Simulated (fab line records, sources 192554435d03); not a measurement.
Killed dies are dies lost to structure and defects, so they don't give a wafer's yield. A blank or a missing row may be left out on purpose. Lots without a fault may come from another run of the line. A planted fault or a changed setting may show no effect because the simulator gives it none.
Chamber matching | flow n5_finfet | N5_GATE_CUT_CMP_02 on cmp-01: 4 sister chambers
The step polishes, stops on SiO2, t overpolish 12.7 s, target thk 0 nm. 8 wafers are shown with their chamber, then 10 later ones without.

WAFERS WITH THEIR CHAMBER
wafer  | chamber | motor_current_A (A) | time_to_endpoint_s (s)
L084.2 | 2       | 8.8                 | 28
L084.6 | 3       | 7.7                 | 23
L088.1 | 3       | 7.2                 | 21
L089.2 | 1       | 10.9                | 19
L089.4 | 2       | 8.4                 | 31
L089.6 | 0       | 7.9                 | 22
L090.1 | 0       | 8.0                 | 20
L090.3 | 1       | 10.8                | 21

WAFERS WITHOUT THEIR CHAMBER
wafer  | motor_current_A (A) | time_to_endpoint_s (s)
L090.5 | 8.3                 | 18
L091.1 | 8.4                 | 22
L091.2 | 10.8                | 22
L091.4 | 9.2                 | 30
L095.1 | 8.9                 | 30
L095.2 | 7.5                 | 25
L095.4 | 8.5                 | 22
L097.2 | 9.0                 | 28
L097.4 | 9.8                 | 20
L097.5 | 7.8                 | 23

WHICH CHAMBER EACH WENT THROUGH
wafer  | from the rows above     | in truth
L090.5 | 0                       | 0
L091.1 | 0                       | 0
L091.2 | 1                       | 1
L091.4 | 2                       | 2
L095.1 | 2                       | 2
L095.2 | can't be placed: 3 or 0 | 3
L095.4 | 0                       | 0
L097.2 | 2                       | 2
L097.4 | 1                       | 1
L097.5 | can't be placed: 0 or 3 | 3
Placed correctly: 8 of 10. Can't be placed from these rows: 2 (the true chamber is among the candidates in 2). Placed wrongly: 0.
How it was worked out, from the rows above alone: a wafer's distance from a chamber is the root of the sum, over the readings, of the square of ((its reading less the chamber's mean) divided by the reading's scatter). The wafer belongs to the nearest chamber; if the next one is less than 2 further off, it can't be placed. A chamber's mean is the mean of its shown wafers. The scatter: the root of (the sum of the squares of (reading less its chamber's mean) over the shown wafers, divided by (wafers less chambers)).
